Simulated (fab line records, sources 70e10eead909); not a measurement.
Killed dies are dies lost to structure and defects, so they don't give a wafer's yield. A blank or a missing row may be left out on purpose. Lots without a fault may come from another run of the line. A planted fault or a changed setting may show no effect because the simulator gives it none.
A struck lot beside a sound one | flow nand_harc | 15 steps out of a route of 1302
Sound: wafers L568.3, L568.5, L568.6. Struck: wafers L577.2, L577.3, L577.6. The cause comes at the end.
At each step with rows: each side's tool, then ch and its chambers, then its first start. Under that, the readings that differ: sound wafers | struck wafers | difference of the means | sigmas: that difference in standard deviations of wafers without a fault.
alike: readings whose means differ by less than 2 such deviations, and words and numbers that are the same on both sides. not compared: withheld readings, readings that some wafer has no value for, bounds like >300 that may hide the same value, and numbers for which the record gives no deviation and whose values overlap.
The two part at a step that has a row with sigmas, a row that says differs or no value, or rows on one side only. Numbers that don't overlap but have no deviation are shown without sigmas and don't part them. A reading that every wafer of one side lacks parts them only if that side has two wafers or more.

NHARC_A_ONON_D2_THK_MEAS_02: measures by ellipsometry.
  sound on film_metro-02, day 12 15:39; struck on film_metro-02, day 15 23:23
  alike: thk_nm
then, 1 step without rows for these wafers: NHARC_A_ONON_D2_DEP_03 (target thk 1000 nm).
NHARC_A_ONON_D2_THK_MEAS_05: measures by ellipsometry.
  sound on film_metro-02, day 12 16:14; struck on film_metro-02, day 15 23:58
  alike: thk_nm
then, 1 step without rows for these wafers: NHARC_A_ONON_D2_DEP_06 (target thk 1000 nm).
NHARC_A_ONON_D2_THK_MEAS_08: measures by ellipsometry.
  sound on film_metro-01, day 12 16:47; struck on film_metro-02, day 16 00:31
  alike: thk_nm
then, 1 step without rows for these wafers: NHARC_A_ONON_D2_DEP_09 (target thk 1000 nm).
NHARC_A_ONON_D2_THK_MEAS_11: measures by ellipsometry.
  sound on film_metro-02, day 12 17:21; struck on film_metro-02, day 16 01:05
  reading     | sound          | struck      | difference | sigmas
  thk_nm (nm) | 1004 1007 1005 | 984 985 985 | -21        | -2
then, 1 step without rows for these wafers: NHARC_A_ONON_D2_DEP_12 (target thk 1000 nm).
NHARC_A_ONON_D2_THK_MEAS_14: measures by ellipsometry.
  sound on film_metro-01, day 12 17:55; struck on film_metro-02, day 16 01:39
  alike: thk_nm
then, 2 steps without rows for these wafers: NHARC_A_ONON_D2_ANNEAL_15 (time 3600 s); NHARC_A_ONON_D2_DEP_16 (target thk 1000 nm).
NHARC_A_ONON_D2_THK_MEAS_18: measures by ellipsometry.
  sound on film_metro-01, day 13 01:20; struck on film_metro-01, day 16 09:01
  alike: thk_nm
NHARC_A_ONON_D2_DEP_19: target thk 1000 nm.
  sound on pecvd_onon-04 ch 0, day 13 01:30; struck on pecvd_onon-04 ch 0, day 16 09:07
NHARC_A_ONON_D2_THK_MEAS_21: measures by ellipsometry.
  sound on film_metro-02, day 13 01:54; struck on film_metro-02, day 16 09:34
  reading     | sound       | struck      | difference | sigmas
  thk_nm (nm) | 994 996 996 | 646 647 644 | -350       | -35
then, 1 step without rows for these wafers: NHARC_A_ONON_D2_DEP_22 (target thk 1000 nm).

WHERE THEY PART
First at NHARC_A_ONON_D2_THK_MEAS_11; last, within this record, at NHARC_A_ONON_D2_THK_MEAS_21.

WHY: what the simulator had put in
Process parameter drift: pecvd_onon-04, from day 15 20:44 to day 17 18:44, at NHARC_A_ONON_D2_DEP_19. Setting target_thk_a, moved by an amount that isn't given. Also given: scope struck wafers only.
